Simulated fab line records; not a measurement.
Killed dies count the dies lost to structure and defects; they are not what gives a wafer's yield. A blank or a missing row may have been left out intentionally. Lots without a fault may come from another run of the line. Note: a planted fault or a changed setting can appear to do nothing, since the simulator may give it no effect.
The same fault as seen by 2 desks ; flow n5-finfet ; what lay behind the numbers comes last; until then each desk has only its own

AT THE TOOL OWNER'S DESK: litho-track-03
The tool's own readings at N5_SD_EPI_P_COAT_34 (time 60 s, resist thk 350 nm): means of the sampled wafers that have a number, for each lot that ran on this tool. Marked OUT: a lot whose mean sits more than 4 standard deviations from the usual mean, which makes it out of limits; the brackets give that distance.
Columns: A = exhaust-pa at N5_SD_EPI_P_COAT_34, usual 44.8 Pa; B = heater-power-total-W at N5_SD_EPI_P_COAT_34, usual 500.4 W; C = plate-temp-C at N5_SD_EPI_P_COAT_34, usual 249.96 C
lot;first seen here;A;B;C
L419;day 4 11:12;45.6;500.9;250.17
L421;day 5 03:48;44.7;498.6;249.95
L428;day 6 16:34;45.6;494.8;247.35 (-15) OUT
L430;day 7 05:38;44.7;493.6;247.43 (-14) OUT
This desk's verdict: out of limits on L428, L430, starting with L428 at day 6 16:34 (plate-temp-C at N5_SD_EPI_P_COAT_34). Within limits: L419, L421.

THE METROLOGY DESK
Lot by lot, what the gauges showed, no matter which tool ran the lot: averages of those sampled wafers that carry a number. Marked OUT: a lot whose mean sits more than 4 standard deviations from the usual mean, which makes it out of limits; the brackets give that distance.
Columns: A = SD_P_BLK_OVL at N5_SD_EPI_P_OVL_MEAS_10, usual -0.9 nm
lot;first seen here;A
L414;day 3 07:23;-1.5
L416;day 3 19:08;1.3
L419;day 4 11:28;-1.2
L420;day 4 16:47;-1.6
L421;day 5 04:05;-0.6
L422;day 5 09:40;-0.8
L428;day 6 16:52;-0.2
L430;day 7 05:55;-0.6
L432;day 7 15:56;-1.1
L434;day 8 06:14;0.1
L435;day 8 16:01;-0.4
L437;day 9 02:32;-0.8
This desk found nothing out of limits on any of the 12 lots.

TAKEN TOGETHER
The tool owner's desk could have raised an alarm at day 6 16:34, on L428, L430.
Metrology desk: nothing out of limits seen.
The metrology desk holds a record of L428, L430, inside its limits.
The lots listed all ran N5_SD_EPI_P_COAT_34 on litho-track-03.

WHAT THE SIMULATOR HAD INSERTED
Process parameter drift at N5_SD_EPI_P_COAT_34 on litho-track-03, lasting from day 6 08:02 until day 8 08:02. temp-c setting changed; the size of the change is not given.
Struck lots among those shown: L428, L430.
How many hours passed from the start of the fault until each desk's first out-of-limits reading: the tool owner's desk, 9.
